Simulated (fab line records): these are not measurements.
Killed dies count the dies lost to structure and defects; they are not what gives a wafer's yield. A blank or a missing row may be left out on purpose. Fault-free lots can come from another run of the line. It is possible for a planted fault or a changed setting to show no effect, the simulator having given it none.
fab line records | flow n5-finfet | part 2 of 2: steps 21 to 30 of 30
record: lots: 5 | wafers: 15 | last-day: 16
route steps=1938 shown BEOL_M13@1693 BEOL_M14@1716
lots with no fault: from the same line, run without faults
start-h: hours from the record's first day to the start of the lot's first wafer shown | wait-h: time in hours since the lot's previous step | " same as the row above | L1.1+2: several wafers, shown together as one row | - no value, or no start was given | * or withheld: withheld | < > ~ a bound
route shown NAME@n: NAME is a module with steps in the file, n the number in the route of the first one | usual: average and standard deviation across the fault-free wafers | same: alike in all rows | chamber/n: place in a boat | sites: each site's reading | _std_site: the standard deviation of these | _edge_site: inner sites' mean taken away from outer sites' mean | radius-mm: for every site, how far away it sits from the centre of the wafer | mask NAME#n: copy n | behind: the last tool/chamber to shape the wafer | hold: the reason the lot was held/the length of the hold in hours/how it ended | device: which transistor (n, p or np) failed to switch | end of line: tests of these same wafers at the route's end | where a step has no rows: the recipe by itself | killed: count of dies lost to structure and defects at first sort (not the wafer's yield) | map: a wafer's dies, x killed, . not, _ none there
set.NAME: setting as actually run; set.NAME@STEP: the setting as run at that earlier step | model.NAME: the simulator's own value behind a step, which no gauge read
certain route steps with their lots: each step a table, each wafer a row
services: the hour from which a tool's chamber was out of use, counted from the record's first day as start-h (under 0 if before that day), plus the number of hours and why
== steps ==
step: N5_BEOL_M13_DEP_53
recipe: material: SiCN | target-thk-a: 500 | temp-c: withheld | precursor: 3MS/NH3 | pressure-torr: 3 | rf-w: 675 | time-s: 17.8
usual: showerhead-plenum-p-Torr: 4.152/0.019 | throttle-valve-pct: 18.2/0.97
same: time-s: 17.8
lot.wafer | tool     | chamber | start-h | wait-h | showerhead-plenum-p-Torr | since-wet-clean-h | throttle-valve-pct
L077.2    | pecvd-02 | 1       | 250.08  | 0.0    | 4.122                    | 1498              | 19.2
L077.4    | "        | 1       | "       | "      | 4.130                    | -                 | 19.3
L077.6    | "        | 0       | "       | "      | 4.145                    | -                 | 19.1
L075.1    | pecvd-02 | 1       | 250.53  | 0.0    | 4.129                    | 1498              | 19.1
L075.2    | "        | 2       | "       | "      | 4.120                    | 19                | 16.2
L075.6    | "        | 0       | "       | "      | 4.139                    | -                 | 18.9
L083.3    | pecvd-04 | 1       | 286.48  | 0.0    | 4.175                    | 1715              | 17.7
L083.5    | "        | 1       | "       | "      | 4.178                    | -                 | 17.5
L083.6    | "        | 0       | "       | "      | 4.156                    | -                 | 18.9
L095.2    | pecvd-02 | 0       | 360.82  | 0.0    | 4.140                    | 883               | 19.9
L095.5    | "        | 1       | "       | "      | 4.126                    | -                 | 19.2
L095.6    | "        | 0       | "       | "      | 4.140                    | -                 | 19.6
L094.1    | pecvd-04 | 1       | 364.63  | 0.0    | 4.187                    | 1794              | 17.7
L094.5    | "        | 2       | "       | "      | 4.177                    | -                 | 17.5
L094.6    | "        | 1       | "       | "      | 4.175                    | -                 | 17.8
step: N5_BEOL_M13_RS_MEAS_54
recipe: thk-meas-gauge: four-point-probe | reads: Cu_of_BEOL_M13_ECD_47+Ta_of_BEOL_M13_SPUTTER_44+TaN_of_BEOL_M13_SPUTTER_43
usual: M13_RS: 0.0447/0.00072
lot.wafer | tool          | chamber | start-h | wait-h | M13_RS[ohm/sq]
L077.2    | film-metro-02 | -       | 250.14  | 0.1    | 0.0446
L077.4    | "             | -       | "       | "      | 0.0451
L077.6    | "             | -       | "       | "      | 0.0439
L075.1    | film-metro-01 | -       | 250.60  | 0.0    | 0.0447
L075.2    | "             | -       | "       | "      | 0.0440
L075.6    | "             | -       | "       | "      | 0.0441
L083.3    | film-metro-02 | -       | 286.55  | 0.1    | 0.0458
L083.5    | "             | -       | "       | "      | 0.0456
L083.6    | "             | -       | "       | "      | 0.0455
L095.2    | film-metro-02 | -       | 360.89  | 0.1    | 0.0455
L095.5    | "             | -       | "       | "      | 0.0458
L095.6    | "             | -       | "       | "      | 0.0445
L094.1    | film-metro-02 | -       | 364.70  | 0.0    | 0.0458
L094.5    | "             | -       | "       | "      | 0.0452
L094.6    | "             | -       | "       | "      | 0.0457
step: N5_BEOL_M13_INSPECT_55
recipe: inspect-instrument: darkfield | mode: post-dep
usual: raw-defect-count: 67/20
lot.wafer | tool              | chamber | start-h | wait-h | raw-defect-count
L077.2    | defect-inspect-02 | -       | 250.17  | 0.0    | 50
L077.4    | "                 | -       | "       | "      | 58
L077.6    | "                 | -       | "       | "      | 65
L075.1    | defect-inspect-01 | -       | 250.62  | 0.0    | 52
L075.2    | "                 | -       | "       | "      | 48
L075.6    | "                 | -       | "       | "      | 54
L083.3    | defect-inspect-01 | -       | 286.57  | 0.0    | 81
L083.5    | "                 | -       | "       | "      | 69
L083.6    | "                 | -       | "       | "      | 55
L095.2    | defect-inspect-02 | -       | 360.92  | 0.0    | 67
L095.5    | "                 | -       | "       | "      | 48
L095.6    | "                 | -       | "       | "      | 60
L094.1    | defect-inspect-01 | -       | 364.72  | 0.0    | 117
L094.5    | "                 | -       | "       | "      | 57
L094.6    | "                 | -       | "       | "      | 49
step: N5_BEOL_M14_ILD_DEP_00
recipe: material: SiO2 | target-thk-a: 11193 | temp-c: 400 | precursor: TEOS/O2 | pressure-torr: 6.5 | rf-w: 900 | teos-flow-sccm: 161.4 | gas: O2 | flow-sccm: 2650 | time-s: 237.4
usual: heater-power-w: 542/110 | showerhead-plenum-p-Torr: 8.34/0.042 | throttle-valve-pct: 18.8/0.95
same: time-s: 237.4
lot.wafer | tool     | chamber | start-h | wait-h | heater-power-w | showerhead-plenum-p-Torr | since-wet-clean-h | throttle-valve-pct
L077.2    | pecvd-04 | 1       | 250.21  | 0.0    | 700            | 8.37                     | 1679              | 18.0
L077.4    | "        | 2       | "       | "      | 570            | 8.35                     | -                 | 17.6
L077.6    | "        | 1       | "       | "      | 768            | 8.36                     | -                 | 18.2
L075.1    | pecvd-03 | 0       | 250.66  | 0.0    | 380            | 8.39                     | 1317              | 18.4
L075.2    | "        | 1       | "       | "      | 461            | 8.41                     | 2042              | 18.9
L075.6    | "        | 0       | "       | "      | 456            | 8.40                     | -                 | 18.5
L083.3    | pecvd-02 | 2       | 286.61  | 0.0    | 476            | 8.29                     | 55                | 17.0
L083.5    | "        | 0       | "       | "      | 350            | 8.30                     | -                 | 20.1
L083.6    | "        | 2       | "       | "      | 529            | 8.29                     | -                 | 17.0
L095.2    | pecvd-04 | 1       | 360.95  | 0.0    | 720            | 8.37                     | 1790              | 18.2
L095.5    | "        | 2       | "       | "      | 670            | 8.38                     | -                 | 17.9
L095.6    | "        | 1       | "       | "      | 797            | 8.38                     | -                 | 18.3
L094.1    | pecvd-02 | 1       | 364.76  | 0.0    | 625            | 8.28                     | 1612              | 19.9
L094.5    | "        | 0       | "       | "      | 352            | 8.32                     | -                 | 20.0
L094.6    | "        | 1       | "       | "      | 580            | 8.30                     | -                 | 19.9
step: N5_BEOL_M14_THK_MEAS_01
recipe: reads: SiO2_of_BEOL_M14_ILD_DEP_00
usual: M14_ILD_THK: 1120/14
lot.wafer | tool          | chamber | start-h | wait-h | M14_ILD_THK[nm]
L077.2    | film-metro-02 | -       | 250.40  | 0.1    | 1100
L077.4    | "             | -       | "       | "      | 1117
L077.6    | "             | -       | "       | "      | 1124
L075.1    | film-metro-01 | -       | 250.85  | 0.1    | 1114
L075.2    | "             | -       | "       | "      | 1109
L075.6    | "             | -       | "       | "      | 1123
L083.3    | film-metro-02 | -       | 286.80  | 0.1    | 1117
L083.5    | "             | -       | "       | "      | 1142
L083.6    | "             | -       | "       | "      | 1145
L095.2    | film-metro-02 | -       | 361.14  | 0.1    | 1098
L095.5    | "             | -       | "       | "      | 1122
L095.6    | "             | -       | "       | "      | 1122
L094.1    | film-metro-02 | -       | 365.03  | 0.2    | 1110
L094.5    | "             | -       | "       | "      | 1117
L094.6    | "             | -       | "       | "      | 1138
step: N5_BEOL_M14_COAT_58
recipe: resist: BARC | temp-c: 205 | time-s: 60 | spin-rpm: 1500 | resist-thk-nm: 89
usual: chill-plate-temp-C: 22.99/0.1
same: time-s: 60
lot.wafer | tool           | chamber | start-h | wait-h | chill-plate-temp-C
L077.2    | litho-track-02 | 0       | 250.43  | 0.0    | 22.89
L077.4    | "              | 0       | "       | "      | 22.96
L077.6    | "              | 0       | "       | "      | 23.00
L075.1    | litho-track-04 | 0       | 250.88  | 0.0    | 22.91
L075.2    | "              | 0       | "       | "      | 22.96
L075.6    | "              | 0       | "       | "      | 23.02
L083.3    | litho-track-05 | 0       | 286.83  | 0.0    | 23.07
L083.5    | "              | 0       | "       | "      | 23.16
L083.6    | "              | 0       | "       | "      | 22.99
L095.2    | litho-track-04 | 0       | 361.18  | 0.0    | 23.18
L095.5    | "              | 0       | "       | "      | 23.23
L095.6    | "              | 0       | "       | "      | 23.15
L094.1    | litho-track-04 | 0       | 365.06  | 0.0    | 23.08
L094.5    | "              | 0       | "       | "      | 23.15
L094.6    | "              | 0       | "       | "      | 22.96
step: N5_BEOL_M14_COAT_04
recipe: spin-rpm: 1704 | resist-thk-nm: 800
usual: chill-plate-temp-C: 22.99/0.11
lot.wafer | tool           | chamber | start-h | wait-h | chill-plate-temp-C
L077.2    | litho-track-02 | 0       | -       | -      | 23.08
L077.4    | "              | 0       | "       | "      | 22.94
L077.6    | "              | 0       | "       | "      | 23.02
L075.1    | litho-track-04 | 0       | -       | -      | 22.99
L075.2    | "              | 0       | "       | "      | 22.86
L075.6    | "              | 0       | "       | "      | 22.77
L083.3    | litho-track-05 | 0       | -       | -      | 22.99
L083.5    | "              | 0       | "       | "      | 23.26
L083.6    | "              | 0       | "       | "      | 22.91
L095.2    | litho-track-04 | 0       | -       | -      | 23.04
L095.5    | "              | 0       | "       | "      | 23.03
L095.6    | "              | 0       | "       | "      | 23.00
L094.1    | litho-track-04 | 0       | -       | -      | 23.03
L094.5    | "              | 0       | "       | "      | 22.96
L094.6    | "              | 0       | "       | "      | 22.97
step: N5_BEOL_M14_EBR_06
recipe: solvent: PGMEA | ebr-width-mm: 1.5
usual: chill-plate-temp-C: 23.00/0.1
lot.wafer | tool           | chamber | start-h | wait-h | chill-plate-temp-C
L077.2    | litho-track-02 | 0       | -       | -      | 22.89
L077.4    | "              | 0       | "       | "      | 22.79
L077.6    | "              | 0       | "       | "      | 22.89
L075.1    | litho-track-04 | 0       | -       | -      | 23.08
L075.2    | "              | 0       | "       | "      | 22.93
L075.6    | "              | 0       | "       | "      | 23.01
L083.3    | litho-track-05 | 0       | -       | -      | 23.01
L083.5    | "              | 0       | "       | "      | 23.10
L083.6    | "              | 0       | "       | "      | 23.05
L095.2    | litho-track-04 | 0       | -       | -      | 23.06
L095.5    | "              | 0       | "       | "      | 22.98
L095.6    | "              | 0       | "       | "      | 22.95
L094.1    | litho-track-04 | 0       | -       | -      | 22.98
L094.5    | "              | 0       | "       | "      | 22.88
L094.6    | "              | 0       | "       | "      | 23.06
step: N5_BEOL_M14_SOFTBAKE_05
recipe: temp-c: 130 | time-s: 60
usual: chill-plate-temp-C: 23.01/0.12
same: time-s: 60
lot.wafer | tool           | chamber | start-h | wait-h | chill-plate-temp-C
L077.2    | litho-track-02 | 0       | -       | -      | 23.02
L077.4    | "              | 0       | "       | "      | 23.04
L077.6    | "              | 0       | "       | "      | 23.18
L075.1    | litho-track-04 | 0       | -       | -      | 23.09
L075.2    | "              | 0       | "       | "      | 23.28
L075.6    | "              | 0       | "       | "      | 23.14
L083.3    | litho-track-05 | 0       | -       | -      | 23.09
L083.5    | "              | 0       | "       | "      | 23.02
L083.6    | "              | 0       | "       | "      | 23.05
L095.2    | litho-track-04 | 0       | -       | -      | 22.88
L095.5    | "              | 0       | "       | "      | 22.87
L095.6    | "              | 0       | "       | "      | 22.72
L094.1    | litho-track-04 | 0       | -       | -      | 23.14
L094.5    | "              | 0       | "       | "      | 23.32
L094.6    | "              | 0       | "       | "      | 23.05
step: N5_BEOL_M14_EXPOSE_07
recipe: mask-id: V13 | na: 0.8 | source-shape: annular | sigma-inner: 0.5 | sigma-outer: 0.8 | polarization: unpolarized | attpsm-phase-deg: 180 | dose-mj: 57
lot.wafer  | tool           | chamber | start-h | wait-h | mask
L077.2+4+6 | krf-scanner-02 | 0       | 250.58  | -      | V13#0
L075.1+2+6 | krf-scanner-01 | 0       | 251.11  | -      | V13#0
L083.3+5+6 | krf-scanner-01 | 0       | 287.07  | -      | V13#0
L095.2+5+6 | krf-scanner-01 | 0       | 361.28  | -      | V13#0
L094.1+5+6 | krf-scanner-02 | 0       | 365.29  | -      | V13#0
== services ==
tool            | chamber | start-h | hours | kind
krf-scanner-01  | -       | 227.69  | 0.8   | pm
krf-scanner-02  | -       | 229.65  | 11.5  | repair
cmp-03          | -       | 240.49  | 0.4   | repair
rie-diel-01     | 2       | 247.19  | 13.3  | repair
rie-diel-03     | 2       | 251.67  | 11.3  | repair
krf-scanner-01  | -       | 255.86  | 3.0   | pm
rie-diel-03     | 0       | 263.00  | -     | clean
rie-diel-03     | 0       | 263.00  | -     | consumable-replace:focus-ring
rie-diel-03     | 0       | 263.00  | 18.7  | scheduled-down
krf-scanner-01  | -       | 269.26  | 1.0   | pm
krf-scanner-02  | -       | 275.60  | 1.3   | pm
rie-diel-01     | 2       | 276.08  | 10.4  | repair
cmp-03          | -       | 281.07  | 4.0   | pm
krf-scanner-02  | -       | 288.62  | 1.0   | pm
krf-scanner-01  | -       | 289.81  | 1.3   | pm
rie-diel-03     | 1       | 291.76  | 7.9   | repair
wet-bench-01    | -       | 300.52  | 4.7   | repair
pecvd-04        | -       | 304.29  | 2.8   | pm
cmp-01          | -       | 304.58  | 3.6   | pm
cmp-01          | -       | 308.18  | 7.7   | pm
pecvd-04        | 2       | 309.11  | 4.2   | repair
plasma-asher-02 | -       | 323.12  | 2.8   | pm
pvd-sputter-01  | -       | 347.55  | 1.5   | repair
rie-diel-03     | 2       | 364.20  | 1.3   | repair
